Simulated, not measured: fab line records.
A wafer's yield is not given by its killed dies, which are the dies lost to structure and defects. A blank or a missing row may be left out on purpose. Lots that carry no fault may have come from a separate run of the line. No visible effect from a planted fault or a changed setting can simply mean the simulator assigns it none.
Chamber matching    flow n5-finfet    N5_BEOL_M2_CO_CAP_55 on cvd-co-01 has 3 sister chambers
The step material Co, precursor CCTBA/H2, target thk 2 nm, time 102.1 s. 16 wafers are shown with their chamber, then 8 later ones without.

## WAFERS, EACH WITH ITS CHAMBER
wafer   chamber  heater-power-w (W)  susceptor-temp-C (C)
L843.1  0        237                 199.96
L843.5  0        238                 199.96
L843.6  1        228                 200.00
L846.1  0        243                 199.99
L846.2  2        250                 200.02
L846.6  2        252                 200.42
L847.1  2        246                 199.84
L847.4  0        239                 200.07
L847.6  1        229                 199.96
L848.4  2        245                 199.95
L848.5  1        226                 199.93
L848.6  0        241                 200.28
L849.1  2        242                 199.87
L849.3  0        235                 200.15
L849.4  1        229                 200.13
L861.1  0        240                 200.08

SIGNATURES (means of the wafers above)
reading           chamber 0  chamber 1  chamber 2  scatter within a chamber
heater-power-w    239.00     228.00     247.00     2.94
susceptor-temp-C  200.0700   200.0050   200.0200   0.158
Rule: distance of a wafer from a chamber = root of the sum over the readings of ((wafer's reading minus chamber's mean) / reading's scatter) squared. The wafer belongs to the nearest chamber; if the next one is less than 2 further off, it can't be placed. The scatter: the root of (the sum of the squares of (reading less its chamber's mean) over the shown wafers, divided by (wafers less chambers)).

## WAFERS WITH NO CHAMBER GIVEN
wafer   heater-power-w (W)  susceptor-temp-C (C)
L861.3  228                 200.10
L861.6  239                 200.10
L863.1  247                 199.93
L863.2  228                 200.09
L863.3  249                 200.19
L866.3  241                 200.26
L866.4  234                 199.77
L866.6  240                 199.94

## WHICH CHAMBER EACH ONE RAN IN
wafer    from the rows above       in truth
L861.3   1                         1
L861.6   0                         0
L863.1   2                         2
L863.2   1                         1
L863.3   2                         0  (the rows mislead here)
L866.3   can't be placed: 0 or 2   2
L866.4   can't be placed: 1 or 0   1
L866.6   can't be placed: 0 or 2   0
Correct placement for 4 of the 8. Cannot be placed on the basis of these rows: 3; the candidates contain the true chamber in 3. Placed wrongly: 1.
